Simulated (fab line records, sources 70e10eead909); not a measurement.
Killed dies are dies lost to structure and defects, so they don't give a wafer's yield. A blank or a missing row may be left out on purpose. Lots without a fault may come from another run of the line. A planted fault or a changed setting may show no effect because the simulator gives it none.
Which tool did it? | flow nand_harc | 6 lots, 16 wafers sampled, at 4 steps of a route of 1302

WHAT THE GAUGES READ, wafer by wafer
NHARC_A_M0_CD_MEAS_09: target cd 80 nm.
lot  | measured     | on        | cd_nm (nm)
L348 | day 24 00:29 | cd_sem-03 | 80.3 80.5 78.9
L354 | day 25 04:46 | cd_sem-01 | 79.2 79.6 79.1
L355 | day 26 13:44 | cd_sem-03 | 80.9 80.4 80.6
L360 | day 28 14:50 | cd_sem-03 | 73.6
L368 | day 31 15:54 | cd_sem-02 | 79.7 79.6 79.9
L369 | day 33 08:47 | cd_sem-02 | 80.5 80.7 80.1

WHICH TOOL RAN EACH LOT (tool, then ch and the chambers of the sampled wafers, then the start)
lot  | NHARC_A_BLC_ETCH_16                | NHARC_A_BLC_ETCH_17                           | NHARC_A_M0_PEB_07
L348 | rie_diel-12 ch 0,1,2, day 23 20:34 | rie_diel-12 ch 1,2,3, day 23 21:27 or earlier | litho_track-01 ch 0, day 24 00:24
L354 | rie_diel-08 ch 0,1,3, day 25 00:56 | rie_diel-08 ch 1,2,3, day 25 01:49 or earlier | litho_track-01 ch 0, day 25 04:41
L355 | rie_diel-12 ch 0,2, day 26 09:53   | rie_diel-12 ch 0,1,2, day 26 10:56 or earlier | litho_track-06 ch 0, day 26 13:39
L360 | rie_diel-12 ch 3, day 28 11:06     | rie_diel-12 ch 0, day 28 11:58 or earlier     | litho_track-01 ch 0, day 28 14:46
L368 | rie_diel-12 ch 1,2,3, day 31 12:09 | rie_diel-12 ch 1,2,3, day 31 13:02 or earlier | litho_track-04 ch 0, day 31 15:49
L369 | rie_diel-12 ch 0,2,3, day 33 04:59 | rie_diel-12 ch 0,1,3, day 33 05:52 or earlier | litho_track-06 ch 0, day 33 08:43
- NHARC_A_BLC_ETCH_16: etches the open film in CF4, target depth 39 nm, time 65 s.
- NHARC_A_BLC_ETCH_17: etches the open film in N2/H2, target depth 390 nm, time 609.38 s.
- NHARC_A_M0_PEB_07: peb time 65 s.

THE ANSWER, worked out from the rows above alone
Rule: what is usual is taken from the lots themselves. Put in order of their means at a reading, lots are off if they are a third of the lots or fewer, leave a main group of 4 or more, and stand apart from it by a gap of 3 or more times the standard deviation of the main group's means; of several such gaps the widest counts. A main group whose means are all the same, to the digits that the tables above print for the reading, isn't used. A lot without any number at a reading at which 4 lots or more have one is off too. The other lots that the step has rows for count as sound.
Off: L360, at NHARC_A_M0_CD_MEAS_09 (cd_nm). The main group: mean 80.0 nm, standard deviation 0.48.
A tool fits if, at a process step before that reading, it ran every lot that is off, and no sound lot after the first of them. The gauges at NHARC_A_M0_CD_MEAS_09 are tried like those tools. NHARC_A_BLC_ETCH_17 gives no start for some lots, so the hours and the order of its lots are those of NHARC_A_BLC_CD_MEAS_19. Can't be told from this: 2 tools fit, litho_track-01 at NHARC_A_M0_PEB_07, cd_sem-03 at NHARC_A_M0_CD_MEAS_09.

WHAT THE SIMULATOR HAD PUT IN
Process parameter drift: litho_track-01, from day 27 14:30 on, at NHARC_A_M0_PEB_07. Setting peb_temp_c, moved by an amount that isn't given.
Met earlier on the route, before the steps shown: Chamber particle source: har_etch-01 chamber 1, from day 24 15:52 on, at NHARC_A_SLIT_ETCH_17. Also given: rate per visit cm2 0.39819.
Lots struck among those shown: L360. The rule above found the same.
